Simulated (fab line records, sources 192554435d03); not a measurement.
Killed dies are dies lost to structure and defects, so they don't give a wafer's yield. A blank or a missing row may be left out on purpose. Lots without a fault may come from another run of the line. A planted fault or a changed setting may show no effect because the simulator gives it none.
Split-lot experiment | flow n5_finfet | 7 lots, 21 wafers read, on a route of 1938 steps

THE SPLIT
At N5_PASSIVATION_EXPOSE_41 (exposes mask PASS OPEN, defocus 0 nm, target cd 40000 nm), the setting dose_mj was moved away from the recipe's 57.25 on 7 of the 21 wafers read, by -7.2% to +5.7%. The other wafers ran this setting at the recipe's value.

FROM THE SPLIT TO THE READING: what the file shows between them, 3 steps
- N5_PASSIVATION_PEB_42
- N5_PASSIVATION_DEVELOP_43: develop time 60 s
- N5_PASSIVATION_HARDBAKE_45: time 120 s

THE READING
cd_nm, in nm, at N5_PASSIVATION_CD_MEAS_44 (target cd 40000 nm). Fault-free wafers of this fab line usually give 40003 nm, standard deviation 4.5 nm.

wafer  | tool, chamber at the split | dose_mj as run | against the recipe | cd_nm, nm | against lot-mates on the recipe
L079.1 | krf_scanner-02, 0          | 57.25          | recipe             | 40006     | -
L079.2 | krf_scanner-02, 0          | 53.1           | -7.2%              | 39979     | -27
L079.6 | krf_scanner-02, 0          | 53.1           | -7.2%              | 39979     | -27
L084.1 | krf_scanner-02, 0          | 57.25          | recipe             | 40005     | -
L084.2 | krf_scanner-02, 0          | 57.25          | recipe             | 40004     | -
L084.5 | krf_scanner-02, 0          | 57.25          | recipe             | 40001     | -
L086.1 | krf_scanner-02, 0          | 57.25          | recipe             | 40003     | -
L086.3 | krf_scanner-02, 0          | 57.25          | recipe             | 40005     | -
L086.6 | krf_scanner-02, 0          | 57.25          | recipe             | 40012     | -
L085.3 | krf_scanner-02, 0          | 57.25          | recipe             | 39999     | -
L085.4 | krf_scanner-02, 0          | 58.75          | +2.6%              | 40017     | +14
L085.6 | krf_scanner-02, 0          | 57.25          | recipe             | 40008     | -
L089.1 | krf_scanner-02, 0          | 57.25          | recipe             | 40006     | -
L089.2 | krf_scanner-02, 0          | 58.98          | +3.0%              | 40017     | +11
L089.4 | krf_scanner-02, 0          | 58.98          | +3.0%              | 40009     | +3
L090.1 | krf_scanner-01, 0          | 60.52          | +5.7%              | 40019     | +19
L090.4 | krf_scanner-01, 0          | 60.52          | +5.7%              | 40029     | +29
L090.5 | krf_scanner-01, 0          | 57.25          | recipe             | 40000     | -
L094.1 | krf_scanner-01, 0          | 57.25          | recipe             | 40011     | -
L094.3 | krf_scanner-01, 0          | 57.25          | recipe             | 40001     | -
L094.6 | krf_scanner-01, 0          | 57.25          | recipe             | 40004     | -

THE FIT
A straight line over all 21 wafers: cd_nm changes by +3.46 nm for each +1% of dose_mj; r = +0.94; the points scatter about the line by 3.9 nm.
The same after taking each lot's own level away (the mean of its wafers on the recipe; 21 wafers): +3.8 nm for each +1%; r = +0.95; scatter 3.9 nm.
On that fit, the largest move of dose_mj shifts the reading by 28 nm.
The lots' own levels span 40000.0 to 40006.7 nm, that is 1.5 times the standard deviation above.
So the lot-to-lot level changes the slope little: the two slopes agree.
Check: with one of the wafers moved furthest among these (-7.2%) left out of the fit, the line predicts -27.8 nm for it against its lot-mates. It came out at -27 nm against them.

OTHER SPLITS ON THESE WAFERS
These wafers also went through other splits before the reading. Each is held against what the fit with the lots' levels taken away leaves over:
other split on the same wafers | wafers away from the commonest value | r with cd_nm (lot level and that fit taken away)
N5_BEOL_M15_EXPOSE_07 dose_mj  | 7                                    | -0.10

THE FILE'S OWN FIT
cd_nm changes by +3.81 nm for each +1% of dose_mj, r = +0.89.
